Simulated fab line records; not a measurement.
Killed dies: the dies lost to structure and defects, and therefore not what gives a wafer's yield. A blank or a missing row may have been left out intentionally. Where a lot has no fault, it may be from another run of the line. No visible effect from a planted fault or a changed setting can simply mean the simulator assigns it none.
fab line records	flow n5_finfet	part 2 of 2: steps 5 to 6 of 6
record: lots: 23	wafers: 69	last_day: 17
route steps=1938 shown BEOL_M12@1613 BEOL_M13@1674
lots that met no fault: taken from a fault-free run of the same line
start_h: start of the lot's first displayed wafer, in hours after the record's first day	wait_h: hours from the lot's prior step to this one	" the same as in the row above	L1.1+2: a row that stands for several wafers	- value missing, or start not given	* or withheld: withheld	< > ~ a bound
route shown NAME@n: NAME is a module with steps in the file, n the number in the route of the first one	usual: mean/standard deviation taken from wafers without a fault	same: alike in all rows	chamber/n: place in a boat	sites: readings site by site	_std_site: standard deviation of those values	_edge_site: the outer-site mean with the inner-site mean subtracted	radius_mm: how far each site lies from the wafer's centre	mask NAME#n: copy n	behind: tool/chamber where the wafer was last shaped	hold: cause of the lot's hold/its duration in hours/its outcome	device: the transistor (n, p or np) that didn't switch	end of line: the same wafers' tests at the end of the route	where a step has no rows: the recipe by itself	killed: at the first sort, the dies lost to defects and structure; wafer yield is something else	map: a wafer's dies, x killed, . not, _ none there
set.NAME: the setting the step ran with; set.NAME@STEP: the setting that earlier step ran with	model.NAME: the simulator's own value behind a step, which no gauge read
the route's steps for a sample of lots (tables are steps, rows are wafers)
services: when a tool's chamber went out of use (start_h, in hours from the record's first day, below 0 if earlier), for how many hours, and the reason
== steps ==
step: N5_BEOL_M13_VIA_ETCH_16
recipe: chemistry: C4F8/O2/Ar	target: SiOC	pressure_mtorr: 30	source_w: 3000	bias_w: 700	Ar_flow_sccm: 400	C4F8_flow_sccm: 15	O2_flow_sccm: 8	he_inner_torr: 15	he_outer_torr: 30	target_depth_a: 9217	time_s: withheld	ion_energy_ev: 250	ends: cleared
usual: C4F8_flow_sccm: 15.00/0.044	O2_flow_sccm: 8.001/0.023	drypump_motor_current_A: 5.8/0.35	oes_product_au: 0.69/0.046	rf_vpp_V: 666/3.6	showerhead_plenum_p_Torr: 3.44/0.13	throttle_valve_pct: 24.11/0.24
lot.wafer	tool	chamber	start_h	wait_h	C4F8_flow_sccm	O2_flow_sccm	drypump_motor_current_A	oes_product_au	rf_vpp_V	showerhead_plenum_p_Torr	throttle_valve_pct
L075.1	rie_diel-06	2	244.25	0.0	15.06	8.023	6.0	0.73	670	3.57	23.98
L075.3	"	0	"	"	15.03	7.948	5.6	0.64	660	3.24	24.23
L075.6	"	0	"	"	15.00	7.975	5.6	0.63	660	3.24	24.21
L074.2	rie_diel-04	3	248.90	0.0	14.96	7.974	6.0	0.78	667	3.46	24.27
L074.4	"	2	"	"	14.96	8.009	5.3	0.71	663	3.29	24.28
L074.5	"	2	"	"	14.90	8.021	5.4	0.71	663	3.29	24.29
L077.2	rie_diel-06	0	249.94	0.0	15.02	7.988	5.6	0.63	659	3.24	24.20
L077.3	"	2	"	"	14.95	8.028	6.0	0.72	669	3.57	23.99
L077.6	"	2	"	"	14.98	8.009	6.0	0.72	671	3.57	23.99
L078.2	rie_diel-06	0	254.98	0.0	15.00	8.017	5.6	0.64	661	3.24	24.20
L078.3	"	2	"	"	15.00	7.991	6.0	0.73	670	3.57	23.99
L078.5	"	2	"	"	15.00	8.031	6.0	0.73	669	3.57	23.99
L079.1	rie_diel-06	1	261.94	0.0	15.01	7.997	6.2	0.73	662	3.33	23.91
L079.4	"	3	"	"	14.95	8.007	5.6	0.67	668	3.50	24.01
L079.6	"	3	"	"	15.02	8.005	5.7	0.67	667	3.50	24.00
L076.1	rie_diel-06	2	264.33	0.0	15.01	8.008	6.0	0.72	670	3.57	24.01
L076.2	"	3	"	"	15.09	8.042	5.6	0.67	668	3.50	24.01
L076.3	"	0	"	"	15.02	7.986	5.6	0.63	660	3.23	24.22
L080.2	rie_diel-04	0	272.67	0.0	14.96	7.966	5.7	0.80	663	3.32	23.77
L080.3	"	2	"	"	14.99	8.014	5.4	0.71	663	3.29	24.30
L080.6	"	3	"	"	14.96	7.983	6.0	0.77	665	3.46	24.29
L081.2	rie_diel-06	2	274.76	0.0	14.96	7.967	6.1	0.72	670	3.57	24.00
L081.3	"	1	"	"	14.96	8.040	6.2	0.74	662	3.33	23.90
L081.4	"	3	"	"	14.95	8.029	5.6	0.66	668	3.50	24.01
L082.1	rie_diel-02	2	279.51	0.0	15.04	7.973	6.5	0.69	662	3.28	24.50
L082.2	"	1	"	"	14.98	8.022	5.6	0.77	670	3.59	23.92
L082.4	"	0	"	"	15.09	8.031	5.1	0.65	669	3.57	24.60
L083.1	rie_diel-06	0	289.14	0.0	15.05	8.005	5.6	0.63	661	3.23	24.22
L083.3	"	1	"	"	14.94	8.025	6.2	0.73	663	3.33	23.89
L083.6	"	1	"	"	14.91	8.012	6.2	0.73	663	3.33	23.93
L084.1	rie_diel-06	2	296.35	0.0	14.97	8.010	6.0	0.71	670	3.56	24.03
L084.5	"	2	"	"	14.93	8.044	6.0	0.70	669	3.56	24.02
L084.6	"	3	"	"	15.01	7.975	5.7	0.65	670	3.50	24.02
L087.2	rie_diel-02	2	307.96	0.0	14.99	7.937	6.5	0.67	663	3.27	24.51
L087.5	"	0	"	"	15.04	8.020	5.1	0.64	668	3.56	24.63
L087.6	"	3	"	"	15.03	8.002	5.9	0.72	669	3.60	23.80
L085.4	rie_diel-02	2	310.79	0.0	15.06	7.976	6.5	0.68	663	3.27	24.52
L085.5	"	2	"	"	15.02	7.992	6.5	0.69	664	3.27	24.52
L085.6	"	1	"	"	15.00	8.005	5.6	0.76	672	3.58	23.94
L088.1	rie_diel-06	2	315.25	0.0	15.10	7.994	6.0	0.70	667	3.56	24.02
L088.2	"	0	"	"	15.00	8.040	5.6	0.62	662	3.23	24.23
L088.6	"	0	"	"	15.06	7.969	5.6	0.63	661	3.23	24.23
L086.1	rie_diel-06	0	319.87	0.0	14.99	7.987	5.6	0.63	660	3.23	24.24
L086.3	"	2	"	"	15.02	7.975	6.0	0.71	670	3.56	24.02
L086.4	"	1	"	"	15.01	8.060	6.2	0.73	662	3.32	23.92
L090.3	rie_diel-04	2	333.55	0.0	15.03	8.010	5.4	0.69	663	3.28	24.33
L090.4	"	3	"	"	14.94	7.994	6.0	0.75	666	3.45	24.32
L090.6	"	0	"	"	15.02	7.948	5.6	0.77	662	3.31	23.79
L091.1	rie_diel-06	1	336.30	0.0	15.01	8.025	6.2	0.72	663	3.32	23.92
L091.3	"	3	"	"	15.07	7.974	5.6	0.65	666	3.49	24.03
L091.5	"	0	"	"	14.99	7.983	5.6	0.62	660	3.23	24.24
L093.1	rie_diel-06	3	343.05	0.0	15.06	8.005	5.6	0.64	670	3.49	24.03
L093.3	"	1	"	"	15.00	8.017	6.2	0.71	663	3.32	23.93
L093.4	"	0	"	"	15.02	8.011	5.6	0.63	661	3.23	24.24
L092.1	rie_diel-02	0	349.68	0.0	15.09	8.005	5.1	0.64	668	3.56	24.65
L092.2	"	2	"	"	15.04	7.991	6.5	0.68	663	3.27	24.52
L092.6	"	0	"	"	15.09	8.013	5.1	0.63	668	3.56	24.64
L095.2	rie_diel-02	0	357.59	0.0	15.03	8.003	5.1	0.63	670	3.55	24.65
L095.3	"	2	"	"	15.03	7.994	6.5	0.67	663	3.26	24.55
L095.5	"	0	"	"	14.96	7.964	5.1	0.64	668	3.55	24.65
L094.1	rie_diel-02	0	358.10	0.0	15.04	7.981	5.1	0.64	669	3.55	24.65
L094.5	"	2	"	"	15.00	7.956	6.5	0.67	661	3.26	24.54
L094.6	"	1	"	"	14.96	7.997	5.6	0.75	670	3.57	23.93
L096.1	rie_diel-02	1	363.49	0.0	14.92	7.987	5.6	0.74	670	3.57	23.96
L096.2	"	0	"	"	14.98	8.012	5.1	0.64	668	3.55	24.64
L096.5	"	1	"	"	14.96	7.997	5.7	0.74	669	3.57	23.95
L097.2	rie_diel-06	3	373.30	0.0	14.95	7.980	5.6	0.64	668	3.48	24.06
L097.3	"	1	"	"	14.96	8.014	6.2	0.71	660	3.31	23.93
L097.6	"	2	"	"	15.00	8.012	6.0	0.69	668	3.55	24.04
step: N5_BEOL_M13_DESCUM_33
recipe: chemistry: O2	time_s: 7.9	source_power_w: 50	bias_power_w: 20	pressure_mtorr: 20	rf_frequency_hz: 2.712e+07	temp_c: 40	o2_flow_sccm: 225
usual: drypump_motor_current_A: 5.8/0.39	oes_product_au: 0.77/0.057	rf_vpp_V: 243.4/1.6	showerhead_plenum_p_Torr: 2.12/0.091	throttle_valve_pct: 20.49/0.28
lot.wafer	tool	chamber	start_h	wait_h	drypump_motor_current_A	oes_product_au	rf_hours_counter_h	rf_vpp_V	showerhead_plenum_p_Torr	throttle_valve_pct
L075.1	rie_diel-02	0	245.32	0.0	5.1	0.74	176	244.3	2.20	20.86
L075.3	"	2	"	"	6.5	0.77	102	241.8	2.03	20.90
L075.6	"	2	"	"	6.5	0.77	-	242.3	2.03	20.90
L074.2	rie_diel-04	1	250.20	0.5	5.5	0.70	230	242.9	2.05	20.37
L074.4	"	3	"	"	6.0	0.85	44	244.1	2.13	20.53
L074.5	"	2	"	"	5.4	0.79	-	243.0	2.01	20.51
L077.2	rie_diel-06	3	251.25	0.4	5.6	0.73	183	243.5	2.17	20.39
L077.3	"	1	"	"	6.2	0.83	70	241.9	2.03	20.09
L077.6	"	1	"	"	6.2	0.83	-	242.3	2.03	20.09
L078.2	rie_diel-02	0	255.84	0.0	5.1	0.73	180	244.4	2.19	20.86
L078.3	"	2	"	"	6.5	0.77	106	243.0	2.02	20.90
L078.5	"	2	"	"	6.5	0.76	-	241.6	2.02	20.90
L079.1	rie_diel-06	0	262.96	0.2	5.6	0.70	225	240.7	2.01	20.73
L079.4	"	3	"	"	5.6	0.74	187	244.2	2.17	20.41
L079.6	"	0	"	"	5.6	0.70	-	240.3	2.01	20.74
L076.1	rie_diel-06	0	265.24	0.0	5.6	0.70	226	242.5	2.01	20.73
L076.2	"	1	"	"	6.2	0.82	75	242.0	2.03	20.08
L076.3	"	2	"	"	6.0	0.80	106	246.6	2.22	20.41
L080.2	rie_diel-02	1	273.65	0.0	5.6	0.86	75	244.6	2.24	20.36
L080.3	"	0	"	"	5.1	0.74	186	243.5	2.19	20.87
L080.6	"	1	"	"	5.6	0.86	-	245.2	2.24	20.35
L081.2	rie_diel-02	2	275.76	0.1	6.5	0.76	113	242.0	2.02	20.92
L081.3	"	0	"	"	5.1	0.73	187	244.8	2.19	20.88
L081.4	"	3	"	"	5.9	0.80	92	245.1	2.22	20.03
L082.1	rie_diel-06	1	280.58	0.2	6.2	0.81	82	242.3	2.03	20.11
L082.2	"	3	"	"	5.6	0.72	194	245.3	2.17	20.40
L082.4	"	2	"	"	6.0	0.79	-	243.9	2.21	20.44
L083.1	rie_diel-06	3	290.00	0.0	5.6	0.73	198	245.6	2.17	20.40
L083.3	"	1	"	"	6.2	0.81	86	242.6	2.03	20.12
L083.6	"	3	"	"	5.6	0.73	-	244.3	2.17	20.41
L084.1	rie_diel-02	2	297.37	0.0	6.5	0.76	120	242.0	2.02	20.94
L084.5	"	0	"	"	5.1	0.73	-	243.8	2.19	20.89
L084.6	"	1	"	"	5.6	0.86	-	244.6	2.23	20.36
L087.2	rie_diel-06	2	309.71	0.9	6.0	0.79	121	244.9	2.21	20.43
L087.5	"	2	"	"	6.0	0.78	-	245.1	2.21	20.45
L087.6	"	3	"	"	5.6	0.73	-	244.0	2.17	20.42
L085.4	rie_diel-06	0	311.83	0.0	5.6	0.70	-	241.5	2.00	20.76
L085.5	"	3	"	"	5.6	0.72	-	243.9	2.16	20.43
L085.6	"	2	"	"	6.0	0.79	-	243.7	2.21	20.44
L088.1	rie_diel-02	2	316.51	0.3	6.5	0.76	127	241.1	2.02	20.95
L088.2	"	1	"	"	5.6	0.84	90	244.9	2.23	20.37
L088.6	"	3	"	"	5.8	0.79	-	244.5	2.21	20.06
L086.1	rie_diel-04	0	320.73	0.0	5.6	0.85	56	243.4	2.05	20.22
L086.3	"	3	"	"	6.0	0.82	67	244.4	2.12	20.56
L086.4	"	2	"	"	5.3	0.77	-	243.3	2.00	20.55
L090.3	rie_diel-06	3	335.38	1.0	5.6	0.72	212	245.5	2.16	20.44
L090.4	"	2	"	"	6.0	0.77	130	245.2	2.21	20.45
L090.6	"	1	"	"	6.2	0.80	-	241.5	2.02	20.10
L091.1	rie_diel-06	0	337.23	0.1	5.6	0.69	241	241.7	2.00	20.77
L091.3	"	2	"	"	6.0	0.77	131	245.3	2.21	20.47
L091.5	"	0	"	"	5.6	0.68	-	241.7	2.00	20.75
L093.1	rie_diel-04	1	343.94	0.0	5.5	1.00	0	243.4	2.04	20.00
L093.3	"	0	"	"	5.7	0.84	67	243.5	2.04	20.26
L093.4	"	3	"	"	6.0	0.82	78	243.5	2.12	20.56
L092.1	rie_diel-06	3	350.54	0.0	5.6	0.71	217	245.3	2.16	20.45
L092.2	"	0	"	"	5.6	0.69	245	240.3	2.00	20.77
L092.6	"	2	"	"	6.0	0.77	-	244.1	2.21	20.46
L095.2	rie_diel-02	0	358.57	0.0	5.1	0.72	213	244.2	2.18	20.90
L095.3	"	3	"	"	5.9	0.78	118	245.1	2.21	20.09
L095.5	"	2	"	"	6.5	0.75	-	241.6	2.01	20.98
L094.1	rie_diel-06	0	359.08	0.0	5.6	0.69	247	242.2	2.00	20.78
L094.5	"	2	"	"	6.0	0.77	-	245.3	2.21	20.45
L094.6	"	3	"	"	5.6	0.71	-	243.2	2.16	20.44
L096.1	rie_diel-02	0	364.36	0.0	5.1	0.71	214	244.1	2.18	20.91
L096.2	"	2	"	"	6.5	0.74	142	241.7	2.01	20.96
L096.5	"	2	"	"	6.5	0.74	-	241.3	2.01	20.98
L097.2	rie_diel-06	2	374.16	0.0	6.0	0.77	142	244.9	2.20	20.48
L097.3	"	3	"	"	5.6	0.71	224	245.0	2.16	20.46
L097.6	"	3	"	"	5.6	0.70	-	243.8	2.16	20.45
== services ==
tool	chamber	start_h	hours	kind
rie_diel-02	3	240.22	32.8	repair
plasma_asher-01	-	241.24	5.7	repair
rie_diel-05	2	241.53	4.6	repair
rie_diel-01	2	242.59	-	clean
rie_diel-01	2	242.59	-	consumable_replace:focus_ring
rie_diel-01	2	242.59	22.9	scheduled_down
plasma_asher-02	-	268.38	2.8	repair
rie_diel-03	0	277.30	4.8	repair
rie_diel-04	1	279.44	3.4	repair
rie_diel-01	0	293.25	34.3	repair
rie_diel-04	2	293.66	8.2	repair
rie_diel-05	2	294.72	3.8	repair
rie_diel-05	0	303.23	6.3	repair
rie_diel-06	1	311.17	5.3	repair
rie_diel-03	3	353.62	2.7	repair
rie_diel-04	0	360.69	4.7	repair
rie_diel-04	2	360.94	2.5	repair
rie_diel-06	0	367.05	-	clean
rie_diel-06	0	367.05	-	consumable_replace:focus_ring
rie_diel-06	0	367.05	-	consumable_replace:showerhead
rie_diel-06	0	367.05	23.0	scheduled_down
rie_diel-06	0	367.05	23.0	vent_cycle
rie_diel-03	-	370.92	5.5	repair
rie_diel-04	1	371.84	5.3	repair
